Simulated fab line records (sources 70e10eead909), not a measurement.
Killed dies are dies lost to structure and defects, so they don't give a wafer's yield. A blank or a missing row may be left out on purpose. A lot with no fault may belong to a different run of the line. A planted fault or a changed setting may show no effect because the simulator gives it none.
fab line records	flow nandHarc
record: lots: 6	wafers: 18	lastDay: 24
route steps=1159 shown P_GATE@137 END@1159
lots that met no fault: taken from a fault-free run of the same line
startH: hours from the record's opening day to when the first of the lot's shown wafers began	waitH: time in hours since the lot's previous step	" repeats the value in the row above	L1.1+2: several wafers, shown together as one row	- no value present, or no start provided	* or withheld: withheld	< > ~ a bound
route shown NAME@n: NAME is a module with steps in the file, n the number in the route of the first one	usual: mean/standard deviation taken from wafers without a fault	same: alike in all rows	chamber/n: place in a boat	sites: per-site readings	_std_site: how widely they spread, as a standard deviation	_edge_site: mean of outer sites minus mean of inner sites	radiusMm: how far each site lies from the wafer's centre	mask NAME#n: copy n	behind: the tool/chamber that last shaped the wafer	hold: the reason the lot was held/the length of the hold in hours/how it ended	device: names the non-switching transistor (n, p or np)	end of line: tests run on the same wafers once the route is complete	step lacking rows: just its recipe	killed: not the wafer's yield, but the dies lost to structure and defects at the first sort	map: a wafer's dies, x killed, . not, _ none there
set.NAME: the setting the step ran with; set.NAME@STEP: the setting that earlier step ran with	model.NAME: the simulator's own value behind a step, which no gauge read
lots at some steps of the route; a table a step, a row a wafer
services: a tool's chamber out of use, with start hour (startH, from the record's first day; less than 0 if before it), hours out, and reason
== steps ==
step: NHARC_P_GATE_EBR_22
step: NHARC_P_GATE_EXPOSE_23
recipe: na: 1.35	targetCdNm: 120	doseMj: 93.91	maskId: P_GATE
step: NHARC_P_GATE_PEB_24
recipe: pebTempC: 100	pebTimeS: 65
step: NHARC_P_GATE_DEVELOP_25
recipe: developTimeS: 35	devTempC: 23
step: NHARC_P_GATE_CD_MEAS_26
recipe: targetCdNm: 120	landingEnergyEv: 500
usual: cdNm: 120.5/0.78
lot.wafer	tool	chamber	startH	waitH	cdNm
L392.1	cdSem-01	0	103.70	-	121.5
L392.2	"	0	"	"	121.0
L392.5	"	0	"	"	121.3
L402.1	cdSem-02	0	167.51	-	120.4
L402.3	"	0	"	"	121.4
L402.6	"	0	"	"	119.8
L401.2	cdSem-03	0	167.94	-	120.8
L401.3	"	0	"	"	121.1
L401.5	"	0	"	"	120.3
L406.2	cdSem-02	0	192.28	-	120.8
L406.3	"	0	"	"	120.8
L406.5	"	0	"	"	121.4
L411.1	cdSem-02	0	220.32	-	120.7
L411.3	"	0	"	"	119.6
L411.6	"	0	"	"	121.6
L412.1	cdSem-03	0	220.76	-	121.6
L412.3	"	0	"	"	120.9
L412.5	"	0	"	"	120.3
step: NHARC_P_GATE_OVL_MEAS_27
usual: overlayXNm: 0.1/0.94	overlayYNm: -0.1/0.95
lot.wafer	tool	chamber	startH	waitH	overlayXNm	overlayYNm
L392.1	overlay-02	-	103.80	-	-0.2	-1.4
L392.2	"	-	"	"	-0.5	-1.7
L392.5	"	-	"	"	-0.3	-0.7
L402.1	overlay-01	-	167.60	-	-0.4	-0.4
L402.3	"	-	"	"	-0.7	0.0
L402.6	"	-	"	"	-0.1	-0.4
L401.2	overlay-02	-	168.03	-	-1.0	-1.1
L401.3	"	-	"	"	-2.0	-0.9
L401.5	"	-	"	"	-0.9	-1.2
L406.2	overlay-01	-	192.37	-	-0.3	0.9
L406.3	"	-	"	"	-0.5	0.3
L406.5	"	-	"	"	-1.0	0.7
L411.1	overlay-02	-	220.41	-	0.1	0.6
L411.3	"	-	"	"	0.7	1.2
L411.6	"	-	"	"	-0.3	0.8
L412.1	overlay-01	-	220.85	-	1.0	1.1
L412.3	"	-	"	"	0.4	1.7
L412.5	"	-	"	"	0.6	1.4
step: NHARC_P_GATE_INSPECT_28
usual: rawDefectCount: 6/3.4
lot.wafer	tool	chamber	startH	waitH	rawDefectCount
L392.1	defectInspect-01	-	103.83	0.0	12
L392.2	"	-	"	"	3
L392.5	"	-	"	"	11
L402.1	defectInspect-01	-	167.64	0.0	7
L402.3	"	-	"	"	9
L402.6	"	-	"	"	12
L401.2	defectInspect-02	-	168.06	0.0	5
L401.3	"	-	"	"	2
L401.5	"	-	"	"	6
L406.2	defectInspect-02	-	192.40	0.0	7
L406.3	"	-	"	"	7
L406.5	"	-	"	"	7
L411.1	defectInspect-01	-	220.44	0.0	5
L411.3	"	-	"	"	5
L411.6	"	-	"	"	4
L412.1	defectInspect-01	-	220.91	0.1	4
L412.3	"	-	"	"	5
L412.5	"	-	"	"	2
step: NHARC_P_GATE_DESCUM_31
recipe: timeS: 3	o2FlowSccm: 200	arFlowSccm: 0	biasPowerW: 0	chemistry: O2
usual: drypumpMotorCurrentA: 6.0/0.39	oesProductAu: 0.993/0.012	rfVppV: 57.8/0.98	showerheadPlenumPTorr: 1.91/0.1	throttleValvePct: 11.313/0.0083
lot.wafer	tool	chamber	startH	waitH	drypumpMotorCurrentA	oesProductAu	rfHoursCounterH	rfVppV	showerheadPlenumPTorr	throttleValvePct
L392.1	rieDiel-03	2	103.90	0.1	5.5	0.983	10	57.3	2.03	11.328
L392.2	"	3	"	"	6.7	0.983	13	56.0	1.87	11.313
L392.5	"	2	"	"	5.5	0.985	-	59.2	2.03	11.314
L402.1	rieDiel-03	3	167.70	0.1	6.7	0.980	24	56.9	1.87	11.293
L402.3	"	2	"	"	5.5	0.981	23	58.3	2.03	11.309
L402.6	"	0	"	"	5.9	0.983	-	57.5	1.91	11.313
L401.2	rieDiel-03	2	168.16	0.1	5.5	0.978	23	58.7	2.03	11.310
L401.3	"	0	"	"	5.9	0.992	26	57.1	1.91	11.304
L401.5	"	3	"	"	6.7	0.978	-	57.8	1.87	11.297
L406.2	rieDiel-03	1	192.46	0.1	6.0	1.009	29	57.7	1.80	11.315
L406.3	"	2	"	"	5.6	0.991	29	57.9	2.02	11.312
L406.5	"	1	"	"	6.0	1.000	-	58.4	1.80	11.320
L411.3	rieDiel-11	3	220.60	0.2	6.6	1.005	11	56.8	1.80	11.319
L411.1	"	1	"	"	5.6	1.012	10	59.2	2.06	11.311
L411.6	"	2	"	"	6.1	0.980	-	58.5	2.07	11.307
L412.3	rieDiel-11	0	221.01	0.1	5.7	0.994	11	56.4	1.83	11.315
L412.1	"	1	"	"	5.6	1.015	10	59.1	2.06	11.313
L412.5	"	3	"	"	6.6	0.998	-	56.2	1.80	11.327
step: NHARC_P_GATE_ETCH_104
recipe: targetDepthA: 600	timeS: withheld	cf4FlowSccm: 100	chf3FlowSccm: 30	arFlowSccm: 0	rfW: 500	biasW: 200	chemistry: CF4/CHF3
usual: biasW: 200.0/0.64	cf4FlowSccm: 100.0/0.35	drypumpMotorCurrentA: 6.0/0.39	oesProductAu: 0.948/0.022	rfVppV: 370.3/2.7	showerheadPlenumPTorr: 1.57/0.079	throttleValvePct: 16.804/0.0092
lot.wafer	tool	chamber	startH	waitH	biasW	cf4FlowSccm	drypumpMotorCurrentA	oesProductAu	rfVppV	showerheadPlenumPTorr	throttleValvePct
L392.1	rieDiel-03	2	103.99	0.1	200.0	100.2	5.5	0.936	373.1	1.66	16.809
L392.2	"	0	"	"	200.0	99.6	5.9	0.972	370.7	1.57	16.811
L392.5	"	1	"	"	199.9	100.1	6.0	0.951	367.3	1.49	16.788
L402.3	rieDiel-03	3	167.84	0.1	200.1	100.2	6.7	0.935	368.8	1.54	16.807
L402.1	"	0	"	"	200.7	99.7	5.9	0.942	370.6	1.57	16.811
L402.6	"	3	"	"	200.8	100.5	6.7	0.921	369.7	1.54	16.813
L401.3	rieDiel-03	0	168.42	0.2	200.1	100.0	5.9	0.934	369.2	1.57	16.788
L401.2	"	1	"	"	200.1	99.7	6.0	0.923	368.3	1.48	16.798
L401.5	"	3	"	"	199.6	99.9	6.7	0.922	370.6	1.54	16.802
L406.2	rieDiel-03	0	192.75	0.3	200.0	100.6	5.9	0.953	370.8	1.57	16.803
L406.3	"	1	"	"	201.0	99.6	6.0	0.930	367.4	1.48	16.811
L406.5	"	2	"	"	199.3	100.1	5.6	0.946	374.3	1.66	16.793
L411.1	rieDiel-11	0	220.68	0.1	199.7	99.7	5.8	0.955	368.7	1.51	16.806
L411.3	"	2	"	"	199.1	99.8	6.1	0.934	375.0	1.70	16.815
L411.6	"	1	"	"	200.3	100.5	5.6	0.961	372.7	1.68	16.804
L412.3	rieDiel-11	3	221.26	0.2	199.8	99.9	6.6	0.922	367.6	1.49	16.810
L412.1	"	1	"	"	200.1	100.3	5.7	0.945	374.6	1.68	16.804
L412.5	"	3	"	"	199.2	100.0	6.6	0.931	367.5	1.49	16.800
step: NHARC_P_GATE_HM_OPEN_105
recipe: targetDepthA: 3600	o2FlowSccm: 400	cosFlowSccm: 20	arFlowSccm: 0	rfW: 500	biasW: 300	chemistry: O2/COS
usual: drypumpMotorCurrentA: 6.0/0.4	oesProductAu: 0.993/0.012	rfVppV: 467/3.4	showerheadPlenumPTorr: 3.12/0.16	throttleValvePct: 28.330/0.009
lot.wafer	tool	chamber	startH	waitH	drypumpMotorCurrentA	oesProductAu	rfHoursCounterH	rfVppV	showerheadPlenumPTorr	throttleValvePct
L392.2	rieDiel-03	1	-	-	6.0	0.989	13	464	2.95	28.330
L392.1	"	2	"	"	5.5	0.981	10	471	3.30	28.354
L392.5	"	0	"	"	5.9	0.999	-	467	3.12	28.328
L402.1	rieDiel-03	1	-	-	6.0	0.988	25	463	2.94	28.316
L402.3	"	0	"	"	5.9	0.990	26	467	3.11	28.331
L402.6	"	1	"	"	6.0	0.999	-	464	2.94	28.334
L401.3	rieDiel-03	2	-	-	5.6	0.994	24	470	3.30	28.333
L401.2	"	1	"	"	6.0	1.002	25	464	2.94	28.337
L401.5	"	3	"	"	6.7	0.982	-	465	3.05	28.332
L406.3	rieDiel-03	2	-	-	5.6	0.994	29	472	3.29	28.324
L406.2	"	1	"	"	6.1	1.008	30	463	2.94	28.318
L406.5	"	3	"	"	6.7	0.986	-	465	3.05	28.316
L411.3	rieDiel-11	2	-	-	6.1	0.993	10	473	3.37	28.330
L411.1	"	0	"	"	5.7	0.999	11	465	2.99	28.333
L411.6	"	2	"	"	6.1	0.987	-	471	3.37	28.317
L412.3	rieDiel-11	0	-	-	5.8	0.998	12	463	2.99	28.331
L412.1	"	2	"	"	6.1	0.987	10	472	3.37	28.343
L412.5	"	0	"	"	5.8	0.999	-	464	2.99	28.330
step: NHARC_P_GATE_STRIP_106
recipe: o2FlowSccm: 400	cosFlowSccm: 20	arFlowSccm: 0	biasW: 0	chemistry: O2/COS
step: NHARC_P_GATE_ETCH_114
recipe: targetDepthA: 300	overetchA: 30	timeS: 16.5	ionEnergyEv: 100	cf4FlowSccm: 80	o2FlowSccm: 20	arFlowSccm: 0	rfW: 300	biasW: 100	chemistry: CF4/O2
usual: biasW: 100.02/0.28	cf4FlowSccm: 80.02/0.25	drypumpMotorCurrentA: 6.0/0.4	oesProductAu: 0.994/0.011	rfVppV: 197.7/1.7	showerheadPlenumPTorr: 1.33/0.069	throttleValvePct: 13.398/0.0095
lot.wafer	tool	chamber	startH	waitH	biasW	cf4FlowSccm	drypumpMotorCurrentA	oesProductAu	rfHoursCounterH	rfVppV	showerheadPlenumPTorr	throttleValvePct
L392.2	rieDiel-03	1	-	-	99.90	79.89	6.0	0.994	13	196.8	1.26	13.382
L392.1	"	0	"	"	99.71	80.42	5.9	0.997	13	198.3	1.33	13.381
L392.5	"	2	"	"	100.04	79.83	5.5	0.995	-	198.4	1.41	13.411
L402.3	rieDiel-03	3	-	-	99.78	79.58	6.7	0.978	25	198.2	1.30	13.390
L402.1	"	1	"	"	100.67	80.10	6.0	0.995	25	196.1	1.26	13.392
L402.6	"	0	"	"	99.79	80.00	5.9	0.992	-	198.4	1.33	13.401
L401.2	rieDiel-03	1	-	-	99.56	80.00	6.0	0.997	25	195.8	1.26	13.394
L401.3	"	0	"	"	99.92	79.86	5.9	0.994	26	198.7	1.33	13.375
L401.5	"	1	"	"	99.51	79.99	6.0	0.989	-	195.1	1.26	13.388
L406.2	rieDiel-03	0	-	-	99.68	80.36	5.9	0.999	31	198.3	1.33	13.398
L406.3	"	1	"	"	100.19	79.95	6.0	0.990	30	196.2	1.25	13.388
L406.5	"	3	"	"	99.68	80.15	6.7	0.982	-	197.5	1.30	13.388
L411.3	rieDiel-11	2	-	-	100.26	80.19	6.1	0.989	10	199.2	1.44	13.394
L411.1	"	0	"	"	99.75	80.22	5.7	1.003	11	195.6	1.28	13.388
L411.6	"	2	"	"	99.98	79.87	6.1	0.993	-	199.7	1.44	13.407
L412.3	rieDiel-11	2	-	-	99.74	80.12	6.1	0.983	11	199.3	1.44	13.415
L412.1	"	3	"	"	100.07	80.32	6.6	1.005	12	195.4	1.26	13.393
L412.5	"	2	"	"	99.98	80.10	6.1	0.980	-	200.6	1.44	13.382
step: NHARC_P_GATE_ETCH_32
recipe: targetDepthA: 1500	overEtchFrac: 1	overEtchIonEnergyEv: 40	timeS: 100.1	hbrFlowSccm: 150	cl2FlowSccm: 50	rfW: 400	icpW: 400	biasW: 100	chemistry: HBr/Cl2
usual: biasW: 100.04/0.29	chamberPressureMTorr: 15.000/0.014	drypumpMotorCurrentA: 5.7/0.36	oesProductAu: 0.999/0.012	throttleValvePct: 26.406/0.0092
lot.wafer	tool	chamber	startH	waitH	biasW	chamberPressureMTorr	drypumpMotorCurrentA	oesProductAu	rfHoursCounterH	throttleValvePct
L392.2	rieSi-03	2	104.36	-	100.36	14.982	6.3	0.987	1.1	26.399
L392.1	"	3	"	"	100.12	14.985	5.9	0.994	1.1	26.407
L392.5	"	3	"	"	100.06	15.008	5.9	0.988	-	26.395
L402.3	rieSi-04	2	168.46	-	-	-	-	-	-	-
L402.1	"	1	"	"	-	-	-	-	-	-
L402.6	"	3	"	"	-	-	-	-	-	-
L401.2	rieSi-03	1	169.09	-	-	-	-	-	-	-
L401.3	"	2	"	"	-	-	-	-	-	-
L401.5	"	2	"	"	-	-	-	-	-	-
L406.2	rieSi-05	1	193.59	-	100.28	14.966	5.2	0.977	0.8	26.416
L406.3	"	2	"	"	99.68	15.002	5.9	0.994	1.1	26.404
L406.5	"	3	"	"	99.99	14.999	5.6	1.001	-	26.409
L411.1	rieSi-03	0	221.38	-	99.50	15.010	5.2	1.007	0.4	26.394
L411.3	"	1	"	"	100.20	14.989	5.4	1.008	0.5	26.396
L411.6	"	3	"	"	100.52	14.989	5.9	0.983	-	26.411
L412.1	rieSi-03	2	222.26	-	99.68	14.972	6.3	1.001	0.6	26.426
L412.3	"	3	"	"	100.49	15.002	5.9	0.989	0.5	26.415
L412.5	"	2	"	"	99.79	14.991	6.3	1.000	-	26.402
step: NHARC_P_GATE_STRIP_108
recipe: o2FlowSccm: 500	arFlowSccm: 0	biasW: 0	chemistry: O2
usual: drypumpMotorCurrentA: 6.0/0.41	oesProductAu: 0.994/0.012	rfVppV: 57.8/0.9	showerheadPlenumPTorr: 3.50/0.18	throttleValvePct: 17.037/0.0091
lot.wafer	tool	chamber	startH	waitH	drypumpMotorCurrentA	oesProductAu	rfHoursCounterH	rfVppV	showerheadPlenumPTorr	throttleValvePct
L392.1	rieDiel-03	1	104.54	-	6.0	0.987	13	57.5	3.34	17.028
L392.2	"	3	"	"	6.7	0.978	13	58.0	3.45	17.045
L392.5	"	1	"	"	6.1	0.990	-	56.2	3.34	17.031
L402.3	rieDiel-03	1	168.78	-	6.0	0.995	25	57.4	3.33	17.042
L402.1	"	2	"	"	5.5	0.991	24	56.7	3.72	17.036
L402.6	"	1	"	"	6.0	0.997	-	57.0	3.33	17.054
L401.3	rieDiel-03	3	169.25	-	6.7	0.980	25	59.0	3.45	17.045
L401.2	"	2	"	"	5.5	0.990	24	58.9	3.72	17.046
L401.5	"	3	"	"	6.7	0.977	-	58.1	3.45	17.042
L406.3	rieDiel-03	0	193.80	-	5.9	1.001	31	59.2	3.52	17.053
L406.2	"	1	"	"	6.0	1.001	30	56.8	3.33	17.039
L406.5	"	2	"	"	5.5	0.997	-	59.0	3.72	17.039
L411.1	rieDiel-11	2	221.63	-	6.1	0.981	10	57.5	3.80	17.033
L411.3	"	0	"	"	5.8	0.991	12	55.3	3.38	17.053
L411.6	"	2	"	"	6.1	0.994	-	57.9	3.80	17.046
L412.3	rieDiel-12	1	222.45	-	5.9	0.991	5	57.7	3.81	17.056
L412.1	"	2	"	"	5.4	0.992	5	56.6	3.36	17.027
L412.5	"	3	"	"	5.5	1.008	-	56.7	3.65	17.037
step: NHARC_END_SORT_01
recipe: tempC: 25
usual: killedAtArray: 25/10	killedAtOther: 0.6/0.91	killedAtPeriphery: 3.6/2.9	killedDies: 29/10	killedOpen: 3.3/2	killedShort: 1.9/1.5
same: grossDies: 677
lot.wafer	tool	chamber	startH	waitH	killedAtArray	killedAtOther	killedAtPeriphery	killedDies	killedOpen	killedShort
L401.2	prober-02	0	508.02	2.8	32	0	645	677	1	3
L401.3	prober-02	0	508.81	3.1	32	0	645	677	2	5
L401.5	prober-02	0	510.40	3.7	26	0	651	677	3	1
L402.1	prober-02	0	514.98	2.5	28	0	649	677	2	2
L402.3	prober-02	0	516.56	3.1	24	1	652	677	7	3
L402.6	prober-02	0	518.93	3.9	27	0	650	677	3	4
killed by level:class
L401.2 P_GATE:areaEtch=643 A_SLIT:chamberFilmFlake=15 A_CHANNEL_HOLE_D1:chamberFilmFlake=6 A_STAIRCASE:chamberFilmFlake=4 A_CONTACT:chamberFilmFlake=3 P_M0:geometricParticle:short=1 A_SGD_CUT:geometricParticle:open=1 A_WL_FILL:geometricParticle:short=1
L401.3 P_GATE:areaEtch=644 A_SLIT:chamberFilmFlake=12 A_STAIRCASE:chamberFilmFlake=6 A_CONTACT:chamberFilmFlake=5 A_CHANNEL_HOLE_D1:chamberFilmFlake=3 P_GATE:geometricParticle:short=1 A_ONON_D1:geometricParticle:short=1 A_SGD_CUT:geometricParticle:short=1
L401.5 P_GATE:areaEtch=649 A_SLIT:chamberFilmFlake=14 A_CHANNEL_HOLE_D1:chamberFilmFlake=5 A_CONTACT:chamberFilmFlake=3 A_STAIRCASE:chamberFilmFlake=2 P_M0:geometricParticle:open=1 P_M1:geometricParticle:open=1 A_ONON_D1:geometricParticle:short=1
L402.1 P_GATE:areaEtch=646 A_CHANNEL_HOLE_D1:chamberFilmFlake=19 A_STAIRCASE:chamberFilmFlake=4 P_ZERO_WELL:chamberFilmFlake=2 A_CHANNEL_FILL_D1:geometricParticle:short=1 A_WL_FILL:geometricParticle:short=1 A_BLC:geometricParticle:open=1 A_M1:geometricParticle:open=1
L402.3 P_GATE:areaEtch=649 A_CHANNEL_HOLE_D1:chamberFilmFlake=14 A_CONTACT:geometricParticle:open=2 P_CONTACT:geometricParticle:open=1 P_M1:geometricParticle:open=1 A_CHANNEL_HOLE_D1:geometricParticle:short=1 A_CHANNEL_FILL_D1:geometricParticle:short=1 A_CHANNEL_FILL_D1:geometricParticle:open=1
L402.6 P_GATE:areaEtch=646 A_CHANNEL_HOLE_D1:chamberFilmFlake=10 A_STAIRCASE:chamberFilmFlake=7 A_ZERO_WELL:chamberFilmFlake=2 A_CONTACT:chamberFilmFlake=2 P_CONTACT:geometricParticle:short=1 P_CONTACT:geometricParticle:open=1 P_M1:geometricParticle:short=1
map L401.2 (x killed, . not)
____________x____________
_________xxxxxxx_________
_______xxxxxxxxxxx_______
______xxxxxxxxxxxxx______
_____xxxxxxxxxxxxxxx_____
____xxxxxxxxxxxxxxxxx____
____xxxxxxxxxxxxxxxxx____
___xxxxxxxxxxxxxxxxxxx___
___xxxxxxxxxxxxxxxxxxx___
__xxxxxxxxxxxxxxxxxxxxx__
__xxxxxxxxxxxxxxxxxxxxx__
_xxxxxxxxxxxxxxxxxxxxxxx_
_xxxxxxxxxxxxxxxxxxxxxxx_
_xxxxxxxxxxxxxxxxxxxxxxx_
_xxxxxxxxxxxxxxxxxxxxxxx_
_xxxxxxxxxxxxxxxxxxxxxxx_
xxxxxxxxxxxxxxxxxxxxxxxxx
xxxxxxxxxxxxxxxxxxxxxxxxx
xxxxxxxxxxxxxxxxxxxxxxxxx
xxxxxxxxxxxxxxxxxxxxxxxxx
xxxxxxxxxxxxxxxxxxxxxxxxx
_xxxxxxxxxxxxxxxxxxxxxxx_
_xxxxxxxxxxxxxxxxxxxxxxx_
_xxxxxxxxxxxxxxxxxxxxxxx_
_xxxxxxxxxxxxxxxxxxxxxxx_
_xxxxxxxxxxxxxxxxxxxxxxx_
__xxxxxxxxxxxxxxxxxxxxx__
__xxxxxxxxxxxxxxxxxxxxx__
___xxxxxxxxxxxxxxxxxxx___
___xxxxxxxxxxxxxxxxxxx___
____xxxxxxxxxxxxxxxxx____
____xxxxxxxxxxxxxxxxx____
_____xxxxxxxxxxxxxxx_____
______xxxxxxxxxxxxx______
_______xxxxxxxxxxx_______
_________xxxxxxx_________
____________x____________
map L402.1 (x killed, . not)
____________x____________
_________xxxxxxx_________
_______xxxxxxxxxxx_______
______xxxxxxxxxxxxx______
_____xxxxxxxxxxxxxxx_____
____xxxxxxxxxxxxxxxxx____
____xxxxxxxxxxxxxxxxx____
___xxxxxxxxxxxxxxxxxxx___
___xxxxxxxxxxxxxxxxxxx___
__xxxxxxxxxxxxxxxxxxxxx__
__xxxxxxxxxxxxxxxxxxxxx__
_xxxxxxxxxxxxxxxxxxxxxxx_
_xxxxxxxxxxxxxxxxxxxxxxx_
_xxxxxxxxxxxxxxxxxxxxxxx_
_xxxxxxxxxxxxxxxxxxxxxxx_
_xxxxxxxxxxxxxxxxxxxxxxx_
xxxxxxxxxxxxxxxxxxxxxxxxx
xxxxxxxxxxxxxxxxxxxxxxxxx
xxxxxxxxxxxxxxxxxxxxxxxxx
xxxxxxxxxxxxxxxxxxxxxxxxx
xxxxxxxxxxxxxxxxxxxxxxxxx
_xxxxxxxxxxxxxxxxxxxxxxx_
_xxxxxxxxxxxxxxxxxxxxxxx_
_xxxxxxxxxxxxxxxxxxxxxxx_
_xxxxxxxxxxxxxxxxxxxxxxx_
_xxxxxxxxxxxxxxxxxxxxxxx_
__xxxxxxxxxxxxxxxxxxxxx__
__xxxxxxxxxxxxxxxxxxxxx__
___xxxxxxxxxxxxxxxxxxx___
___xxxxxxxxxxxxxxxxxxx___
____xxxxxxxxxxxxxxxxx____
____xxxxxxxxxxxxxxxxx____
_____xxxxxxxxxxxxxxx_____
______xxxxxxxxxxxxx______
_______xxxxxxxxxxx_______
_________xxxxxxx_________
____________x____________
== services ==
tool	chamber	startH	hours	kind
rieSi-04	-	91.10	0.8	repair
rieDiel-03	0	96.32	-	clean
rieDiel-03	1	96.32	-	clean
rieDiel-03	2	96.32	-	clean
rieDiel-03	3	96.32	-	clean
rieSi-04	-	99.00	9.0	pm
rieSi-05	2	101.74	1.6	repair
rieDiel-11	1	104.11	4.5	repair
rieDiel-03	0	120.82	-	clean
rieDiel-03	1	120.82	-	clean
rieDiel-03	2	120.82	-	clean
rieDiel-03	3	120.82	-	clean
rieSi-04	-	125.50	1.1	repair
rieDiel-03	0	145.48	-	clean
rieSi-05	-	146.63	0.9	repair
rieDiel-03	3	148.73	7.9	repair
rieSi-05	0	149.76	5.7	repair
rieSi-03	-	155.00	9.0	pm
rieDiel-11	-	155.07	0.5	repair
rieSi-04	2	178.05	4.8	repair
rieDiel-11	-	189.52	9.0	pm
rieDiel-12	-	202.53	9.0	pm
rieDiel-03	-	215.30	9.0	pm
rieSi-04	3	218.65	11.7	repair
== key ==
firstSign: step: NHARC_P_GATE_ETCH_32	reading: toolRecord	direction: missing
effect: step: NHARC_END_SORT_01	reading: killedAtPeriphery	direction: up	sigmas: 99+	usual: 3.6	struck: 648.7
moreKillsBornAt: NHARC_P_GATE_ETCH_32@rieSi-04: 1939	NHARC_P_GATE_ETCH_32@rieSi-03: 1930
metAt NHARC_P_GATE_ETCH_32
struckWafers L401.2,L401.3,L401.5,L402.1,L402.3,L402.6
laterRowsLeftOut L401.2,L401.3,L401.5,L402.1,L402.3,L402.6
testerLeftOut L401,L402
onsetBetween 104.36 168.46
fault: kind: skippedStepWhole	tool: rieSi-03,rieSi-04	chamber: -	onsetH: 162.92	steps: NHARC_P_GATE_ETCH_32	scope: struckLotsOnly
testerLeftOut: of these lots the tester's yield and bins aren't shown, on N5 and GAA mostly nor the transistor test; their killed dies are dies lost to structure and defects alone, not to doping, threshold or leakage, so they don't give the yield
laterRowsLeftOut: the simulator's readings of these wafers behind a module that went badly wrong aren't trusted and aren't shown, but for the sort
